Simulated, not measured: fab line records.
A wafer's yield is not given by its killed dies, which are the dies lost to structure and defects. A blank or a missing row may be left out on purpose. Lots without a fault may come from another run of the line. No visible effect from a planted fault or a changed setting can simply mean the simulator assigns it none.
Split-lot study :: flow n5-finfet :: on a route of 1938 steps: 7 lots, 21 wafers read

## SPLIT DETAILS
At N5_BEOL_M5_EXPOSE_25 (exposes mask V4, defocus 10 nm), the setting dose-mj was moved away from the recipe's 52.75 on 11 of the 21 wafers read, by -2.7% to +6.7%. All remaining wafers had this setting at the recipe value.

## FROM THE SPLIT TO THE READING: what the file shows between them, 2 steps
- N5_BEOL_M5_PEB_26: peb time 60 s
- N5_BEOL_M5_DEVELOP_27: develop time 30 s

## THE READING
cd-nm, in nm, at N5_BEOL_M5_CD_MEAS_28 (target cd 30.6 nm, target cd y 20 nm). Fault-free wafers of this fab line usually give 30.63 nm, standard deviation 0.25 nm.

wafer: L083.1
tool, chamber at the split: euv-scanner-02, 0
dose-mj as run: 52.75
against the recipe: recipe
cd-nm, nm: 30.17
against lot-mates on the recipe: -

wafer: L083.3
tool, chamber at the split: euv-scanner-02, 0
dose-mj as run: 53.89
against the recipe: +2.2%
cd-nm, nm: 31.08
against lot-mates on the recipe: +0.91

wafer: L083.5
tool, chamber at the split: euv-scanner-02, 0
dose-mj as run: 53.89
against the recipe: +2.2%
cd-nm, nm: 31.12
against lot-mates on the recipe: +0.95

wafer: L080.2
tool, chamber at the split: euv-scanner-01, 0
dose-mj as run: 51.38
against the recipe: -2.6%
cd-nm, nm: 29.90
against lot-mates on the recipe: -0.81

wafer: L080.4
tool, chamber at the split: euv-scanner-01, 0
dose-mj as run: 51.38
against the recipe: -2.6%
cd-nm, nm: 30.60
against lot-mates on the recipe: -0.11

wafer: L080.5
tool, chamber at the split: euv-scanner-01, 0
dose-mj as run: 52.75
against the recipe: recipe
cd-nm, nm: 30.71
against lot-mates on the recipe: -

wafer: L079.1
tool, chamber at the split: euv-scanner-02, 0
dose-mj as run: 56.3
against the recipe: +6.7%
cd-nm, nm: 32.29
against lot-mates on the recipe: +1.25

wafer: L079.3
tool, chamber at the split: euv-scanner-02, 0
dose-mj as run: 56.3
against the recipe: +6.7%
cd-nm, nm: 31.79
against lot-mates on the recipe: +0.75

wafer: L079.4
tool, chamber at the split: euv-scanner-02, 0
dose-mj as run: 52.75
against the recipe: recipe
cd-nm, nm: 31.04
against lot-mates on the recipe: -

wafer: L082.1
tool, chamber at the split: euv-scanner-01, 0
dose-mj as run: 55.77
against the recipe: +5.7%
cd-nm, nm: 31.74
against lot-mates on the recipe: +1.14

wafer: L082.5
tool, chamber at the split: euv-scanner-01, 0
dose-mj as run: 52.75
against the recipe: recipe
cd-nm, nm: 30.60
against lot-mates on the recipe: -

wafer: L082.6
tool, chamber at the split: euv-scanner-01, 0
dose-mj as run: 52.75
against the recipe: recipe
cd-nm, nm: 30.60
against lot-mates on the recipe: -

wafer: L092.2
tool, chamber at the split: euv-scanner-01, 0
dose-mj as run: 52.75
against the recipe: recipe
cd-nm, nm: 30.39
against lot-mates on the recipe: -

wafer: L092.4
tool, chamber at the split: euv-scanner-01, 0
dose-mj as run: 55.42
against the recipe: +5.1%
cd-nm, nm: 32.16
against lot-mates on the recipe: +1.77

wafer: L092.5
tool, chamber at the split: euv-scanner-01, 0
dose-mj as run: 55.42
against the recipe: +5.1%
cd-nm, nm: 31.69
against lot-mates on the recipe: +1.30

wafer: L094.3
tool, chamber at the split: euv-scanner-02, 0
dose-mj as run: 51.32
against the recipe: -2.7%
cd-nm, nm: 29.91
against lot-mates on the recipe: -1.21

wafer: L094.4
tool, chamber at the split: euv-scanner-02, 0
dose-mj as run: 51.32
against the recipe: -2.7%
cd-nm, nm: 30.25
against lot-mates on the recipe: -0.87

wafer: L094.6
tool, chamber at the split: euv-scanner-02, 0
dose-mj as run: 52.75
against the recipe: recipe
cd-nm, nm: 31.12
against lot-mates on the recipe: -

wafer: L096.1
tool, chamber at the split: euv-scanner-02, 0
dose-mj as run: 52.75
against the recipe: recipe
cd-nm, nm: 30.75
against lot-mates on the recipe: -

wafer: L096.4
tool, chamber at the split: euv-scanner-02, 0
dose-mj as run: 52.75
against the recipe: recipe
cd-nm, nm: 30.43
against lot-mates on the recipe: -

wafer: L096.6
tool, chamber at the split: euv-scanner-02, 0
dose-mj as run: 52.75
against the recipe: recipe
cd-nm, nm: 30.75
against lot-mates on the recipe: -

THE FIT
A straight line over all 21 wafers: cd-nm changes by +0.209 nm for each +1% of dose-mj; r = +0.92; the points scatter about the line by 0.27 nm.
The same after taking each lot's own level away (the mean of its wafers on the recipe; 21 wafers): +0.225 nm for each +1%; r = +0.90; scatter 0.35 nm.
Per that fit: largest dose-mj move, reading shift of 1.5 nm.
Across the lots, their own levels run from 30.170 to 31.120 nm, a range of 3.8 times the standard deviation given above.
The two slopes are in agreement: the lot-to-lot level therefore moves the slope only a little.
Check: with one of the wafers moved furthest among these (+6.7%) left out of the fit, the line predicts +1.58 nm for it against its lot-mates. Against them it came out at +1.25 nm.

## THE WHOLE CHAIN: every reading that the file lists as answering this split, in the file's order
step: N5_BEOL_M5_CD_MEAS_28
what it does: target cd 30.6 nm, target cd y 20 nm
reading: cd-nm
change (the file's fit): +0.221 nm for each +1% of the setting
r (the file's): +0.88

step: N5_BEOL_M5_ETCH_75
what it does: etches underlayer in N2/H2, target depth 6.5 nm, time 5.2 s
reading: BEOL_M5.cd-nm (the simulator's own value, which no gauge read)
change (the file's fit): +0.201 nm for each +1% of the setting
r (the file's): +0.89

step: N5_BEOL_M5_ETCH_68
what it does: etches SOC in N2/H2, target depth 80 nm, overetch 16 nm, time 120 s
reading: BEOL_M5.cd-nm (the simulator's own value, which no gauge read)
change (the file's fit): +0.186 nm for each +1% of the setting
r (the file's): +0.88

## FILE'S OWN FIT
cd-nm changes by +0.221 nm for each +1% of dose-mj, r = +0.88.
